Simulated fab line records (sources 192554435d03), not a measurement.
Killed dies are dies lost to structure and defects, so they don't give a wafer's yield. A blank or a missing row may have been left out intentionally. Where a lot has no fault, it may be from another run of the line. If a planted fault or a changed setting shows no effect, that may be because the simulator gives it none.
Split-lot trial ; flow n5 finfet ; on a route of 1938 steps: 7 lots, 39 wafers read

THE SPLIT
At N5_GATE_CUT_ETCH_58 (etches SiNx in CH3F/O2, target depth 17 nm, time 128.6 s), the setting bias w was moved away from the recipe's 21 W on 12 of the 39 wafers read, by -7.5% to +18.0%. This setting was run at the recipe's value on the other wafers.

The reading is taken at the split's own step.

THE READING
rf vpp V, in V, at N5_GATE_CUT_ETCH_58 (etches SiNx in CH3F/O2, target depth 17 nm, time 128.6 s). Typical for fault-free wafers on this fab line: 99.0 V, with standard deviation 0.94 V.

wafer;tool, chamber at the split;bias w as run, W;against the recipe;rf vpp V, V;against lot-mates on the recipe
L075.1;rie diel-06, 0;21;recipe;100.7;-
L075.2;rie diel-06, 2;19.42;-7.5%;93.1;-6.5
L075.3;rie diel-06, 1;21;recipe;99.1;-
L075.4;rie diel-06, 3;19.42;-7.5%;95.0;-4.6
L075.5;rie diel-06, 3;21;recipe;99.1;-
L075.6;rie diel-06, 2;19.42;-7.5%;93.6;-6.0
L081.1;rie diel-05, 3;21;recipe;98.5;-
L081.3;rie diel-05, 1;21;recipe;99.8;-
L081.6;rie diel-05, 2;21;recipe;100.2;-
L082.1;rie diel-06, 0;24.79;+18.0%;110.3;+12.1
L082.2;rie diel-06, 3;21;recipe;100.2;-
L082.3;rie diel-06, 1;24.79;+18.0%;109.4;+11.2
L082.4;rie diel-06, 2;21;recipe;97.2;-
L082.5;rie diel-06, 2;24.79;+18.0%;110.3;+12.1
L082.6;rie diel-06, 1;21;recipe;97.1;-
L083.1;rie diel-05, 1;21;recipe;98.3;-
L083.2;rie diel-05, 2;21;recipe;97.8;-
L083.3;rie diel-05, 3;21;recipe;99.4;-
L083.4;rie diel-05, 1;21;recipe;99.3;-
L083.5;rie diel-05, 2;21;recipe;101.1;-
L083.6;rie diel-05, 3;21;recipe;97.7;-
L089.1;rie diel-06, 0;21;recipe;100.8;-
L089.2;rie diel-06, 1;21;recipe;96.9;-
L089.3;rie diel-06, 3;21;recipe;98.4;-
L089.4;rie diel-06, 2;21;recipe;99.6;-
L089.5;rie diel-06, 1;21;recipe;98.1;-
L089.6;rie diel-06, 2;21;recipe;97.2;-
L092.1;rie diel-06, 0;19.97;-4.9%;97.1;-2.1
L092.2;rie diel-06, 2;19.97;-4.9%;94.9;-4.3
L092.3;rie diel-06, 3;21;recipe;99.5;-
L092.4;rie diel-06, 1;21;recipe;98.7;-
L092.5;rie diel-06, 0;19.97;-4.9%;96.4;-2.8
L092.6;rie diel-06, 3;21;recipe;99.4;-
L096.1;rie diel-06, 2;21;recipe;98.7;-
L096.2;rie diel-06, 0;23.65;+12.6%;107.9;+9.5
L096.3;rie diel-06, 1;21;recipe;97.7;-
L096.4;rie diel-06, 3;23.65;+12.6%;108.3;+9.9
L096.5;rie diel-06, 2;21;recipe;98.9;-
L096.6;rie diel-06, 1;23.65;+12.6%;106.1;+7.7

FIT RESULTS
A straight line over all 39 wafers: rf vpp V changes by +0.635 V for each +1% of bias w; r = +0.97; the points scatter about the line by 1.1 V.
The same after taking each lot's own level away (the mean of its wafers on the recipe; 39 wafers): +0.682 V for each +1%; r = +0.97; scatter 1 V.
That fit puts the effect of the largest move of bias w on the reading at 12 V.
Measured against the standard deviation above, the lots' own levels, which go from 98.17 to 99.63 V, span 1.6 times it.
Consequently the slope shifts little with the lot-to-lot level, the two slopes agreeing.
Check: with one of the wafers moved furthest among these (+18.0%) left out of the fit, the line predicts +12.3 V for it against its lot-mates. Against them it came out at +12.1 V.
Tool readings at the split's step, against how far the setting was moved: rf vpp V r = +0.97.

ADDITIONAL SPLITS CARRIED BY THESE WAFERS
These wafers also went through other splits before the reading. Each is held against what the fit with the lots' levels taken away leaves over:
other split on the same wafers;wafers away from the commonest value;r with rf vpp V (lot level and that fit taken away)
N5_FIN_CUT_ETCH_21 bias w;9;-0.10
N5_DUMMY_GATE_ETCH_37 source w;18;+0.15

THE FILE'S OWN FIT
rf vpp V changes by +0.683 V for each +1% of bias w, r = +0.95.
